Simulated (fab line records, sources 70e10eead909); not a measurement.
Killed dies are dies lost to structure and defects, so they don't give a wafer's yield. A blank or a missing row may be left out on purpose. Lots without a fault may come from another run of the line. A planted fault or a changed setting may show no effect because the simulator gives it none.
Which tool did it? | flow nand_harc | 15 lots, 45 wafers sampled, at 4 steps of a route of 1159

WHAT THE GAUGES READ, wafer by wafer
NHARC_A_BONDPAD_CD_MEAS_09: target cd 500 nm.
lot  | measured     | on        | cd_nm (nm)
L937 | day 19 03:39 | cd_sem-01 | 499.8 500.8 499.7
L940 | day 19 06:03 | cd_sem-03 | 500.8 499.7 500.2
L939 | day 19 06:11 | cd_sem-03 | 498.2 497.9 499.1
L941 | day 19 09:02 | cd_sem-03 | 500.7 500.7 499.3
L943 | day 20 01:45 | cd_sem-03 | 499.5 499.6 499.8
L945 | day 20 12:36 | cd_sem-03 | 499.0 499.8 496.6
L944 | day 21 02:48 | cd_sem-01 | 499.9 499.8 500.5
L949 | day 21 16:22 | cd_sem-03 | 500.4 501.7 501.6
L950 | day 21 18:39 | cd_sem-03 | 501.1 500.2 501.8
L948 | day 22 06:12 | cd_sem-02 | 499.0 499.5 501.2
L947 | day 22 16:44 | cd_sem-02 | 501.0 501.1 502.1
L955 | day 22 20:03 | cd_sem-01 | 501.3 498.6 500.1
L954 | day 22 20:46 | cd_sem-02 | 498.8 498.7 498.6
L956 | day 23 01:54 | cd_sem-01 | 501.6 498.9 497.9
L959 | day 23 07:00 | cd_sem-01 | 500.5 500.4 499.4

WHICH TOOL RAN EACH LOT (tool, then ch and the chambers of the sampled wafers, then the start)
lot  | NHARC_A_M1_ETCH_35                 | NHARC_A_M1_ANNEAL_31             | NHARC_A_BONDPAD_DEP_00
L937 | rie_diel-03 ch 0,2,3, day 18 23:14 | rtp_anneal-02 ch 0, day 19 01:01 | pecvd-03 ch 0,1,2, day 19 02:32
L940 | rie_diel-10 ch 0,2,3, day 19 01:19 | rtp_anneal-01 ch 0, day 19 03:26 | pecvd-02 ch 0,1,2, day 19 05:05
L939 | rie_diel-03 ch 0,1,3, day 19 01:28 | rtp_anneal-02 ch 0, day 19 03:24 | pecvd-04 ch 0,2, day 19 05:04
L941 | rie_diel-12 ch 0,1,3, day 19 04:31 | rtp_anneal-01 ch 0, day 19 06:11 | pecvd-02 ch 0,1,2, day 19 07:47
L943 | rie_diel-10 ch 1,2,3, day 19 20:35 | rtp_anneal-01 ch 0, day 19 22:35 | pecvd-03 ch 0,1, day 20 00:31
L945 | rie_diel-03 ch 0,1,3, day 20 08:10 | rtp_anneal-01 ch 0, day 20 09:56 | pecvd-03 ch 0,2, day 20 11:26
L944 | rie_diel-12 ch 1,2,3, day 20 21:26 | rtp_anneal-02 ch 0, day 20 23:13 | pecvd-04 ch 0,2, day 21 01:40
L949 | rie_diel-12 ch 0,1,3, day 21 11:52 | rtp_anneal-02 ch 0, day 21 13:37 | pecvd-02 ch 0,1, day 21 15:05
L950 | rie_diel-12 ch 1,2, day 21 14:12   | rtp_anneal-02 ch 0, day 21 15:56 | pecvd-03 ch 0,1, day 21 17:28
L948 | rie_diel-10 ch 0,2, day 22 01:46   | rtp_anneal-02 ch 0, day 22 03:26 | pecvd-02 ch 0,2, day 22 05:04
L947 | rie_diel-03 ch 0,1,3, day 22 12:17 | rtp_anneal-02 ch 0, day 22 14:01 | pecvd-04 ch 0,1,2, day 22 15:34
L955 | rie_diel-03 ch 0,2,3, day 22 15:29 | rtp_anneal-02 ch 0, day 22 17:17 | pecvd-03 ch 0,1,2, day 22 18:49
L954 | rie_diel-10 ch 0,1,3, day 22 15:46 | rtp_anneal-01 ch 0, day 22 18:04 | pecvd-03 ch 0,1,2, day 22 19:32
L956 | rie_diel-03 ch 1,3, day 22 21:25   | rtp_anneal-02 ch 0, day 22 23:07 | pecvd-02 ch 0,1,2, day 23 00:41
L959 | rie_diel-03 ch 0,3, day 23 02:32   | rtp_anneal-02 ch 0, day 23 04:20 | pecvd-04 ch 0,1,2, day 23 05:46
- NHARC_A_M1_ETCH_35: etches the open film in N2/H2, target depth 40 nm, overetch 12 nm, time 43.94 s.
- NHARC_A_M1_ANNEAL_31: time 90 s.
- NHARC_A_BONDPAD_DEP_00: deposits SiCN, target thk 250 nm.

WHAT THE TOOLS THEMSELVES READ (means of the sampled wafers that have a number; where no wafer has one, the mark that the record gives instead)
NHARC_A_M1_ETCH_35.
lot  | tool        | drypump_motor_current_A (A) | oes_product_au (a.u.) | rf_vpp_V (V) | showerhead_plenum_p_Torr (Torr) | throttle_valve_pct (%)
L937 | rie_diel-03 | 5.24                        | 0.992                 | 431.9        | 2.09                            | 14.171
L940 | rie_diel-10 | 5.53                        | 1.003                 | 429.0        | 1.97                            | 14.174
L939 | rie_diel-03 | 5.28                        | 0.999                 | 431.5        | 2.07                            | 14.180
L941 | rie_diel-12 | 5.30                        | 0.991                 | 432.9        | 2.13                            | 14.170
L943 | rie_diel-10 | 5.49                        | 1.001                 | 430.8        | 2.02                            | 14.166
L945 | rie_diel-03 | 5.29                        | 1.000                 | 431.7        | 2.07                            | 14.166
L944 | rie_diel-12 | 5.34                        | 1.000                 | 431.9        | 2.11                            | 14.165
L949 | rie_diel-12 | 5.30                        | 0.991                 | 433.0        | 2.13                            | 14.163
L950 | rie_diel-12 | 5.67                        | 1.004                 | 432.5        | 2.13                            | 14.173
L948 | rie_diel-10 | 5.61                        | 1.004                 | 428.8        | 1.99                            | 14.167
L947 | rie_diel-03 | 5.27                        | 0.993                 | 430.5        | 2.07                            | 14.173
L955 | rie_diel-03 | 5.22                        | 0.989                 | 432.3        | 2.09                            | 14.169
L954 | rie_diel-10 | 5.54                        | 0.998                 | 430.0        | 2.01                            | 14.177
L956 | rie_diel-03 | 5.36                        | 0.999                 | 431.9        | 2.11                            | 14.175
L959 | rie_diel-03 | 5.17                        | 0.999                 | 430.7        | 2.03                            | 14.171

NHARC_A_M1_ANNEAL_31.
lot  | tool          | wafer_temp_C_max
L937 | rtp_anneal-02 | 226.13
L940 | rtp_anneal-01 | 226.08
L939 | rtp_anneal-02 | 225.86
L941 | rtp_anneal-01 | 225.91
L943 | rtp_anneal-01 | 226.32
L945 | rtp_anneal-01 | 225.95
L944 | rtp_anneal-02 | 226.14
L949 | rtp_anneal-02 | 225.80
L950 | rtp_anneal-02 | 226.00
L948 | rtp_anneal-02 | 225.95
L947 | rtp_anneal-02 | 225.97
L955 | rtp_anneal-02 | 225.76
L954 | rtp_anneal-01 | 225.98
L956 | rtp_anneal-02 | 225.92
L959 | rtp_anneal-02 | 226.01

NHARC_A_BONDPAD_DEP_00.
lot  | tool     | chamber_pressure_Torr (Torr) | heater_power_outer_w (W) | heater_power_w (W)
L937 | pecvd-03 | 3.001                        | 418                      | 693
L940 | pecvd-02 | 3.002                        | 313                      | 545
L939 | pecvd-04 | 2.998                        | 246                      | 431
L941 | pecvd-02 | 3.000                        | 340                      | 578
L943 | pecvd-03 | 3.007                        | 346                      | 602
L945 | pecvd-03 | 2.985                        | 427                      | 695
L944 | pecvd-04 | 2.998                        | 271                      | 468
L949 | pecvd-02 | 3.000                        | 356                      | 585
L950 | pecvd-03 | 2.994                        | 364                      | 634
L948 | pecvd-02 | 2.993                        | 307                      | 526
L947 | pecvd-04 | 3.002                        | 276                      | 496
L955 | pecvd-03 | -                            | -                        | -
L954 | pecvd-03 | -                            | -                        | -
L956 | pecvd-02 | -                            | -                        | -
L959 | pecvd-04 | 3.002                        | 325                      | 555

THE ANSWER, worked out from the rows above alone
Rule: what is usual is taken from the lots themselves. Put in order of their means at a reading, lots are off if they are a third of the lots or fewer, leave a main group of 4 or more, and stand apart from it by a gap of 3 or more times the standard deviation of the main group's means; of several such gaps the widest counts. A main group whose means are all the same, to the digits that the tables above print for the reading, isn't used. A lot without any number at a reading at which 4 lots or more have one is off too. The other lots that the step has rows for count as sound. The gauges are gone through in route order, then the tools' own readings, and for those a lot's mean is taken as printed above. The first step at which some lot is off is used, and at that step the reading that is off furthest; a lot without a number counts as furthest.
Off: L955, L954, L956, at NHARC_A_BONDPAD_DEP_00 (chamber_pressure_Torr). Without a number there: L955, L954, L956. The main group: mean 2.998 Torr, standard deviation 0.0054.
A tool fits if, at that step or a process step before it, it ran every lot that is off, and no sound lot after the first of them. None of those tried fits.

WHAT THE SIMULATOR HAD PUT IN
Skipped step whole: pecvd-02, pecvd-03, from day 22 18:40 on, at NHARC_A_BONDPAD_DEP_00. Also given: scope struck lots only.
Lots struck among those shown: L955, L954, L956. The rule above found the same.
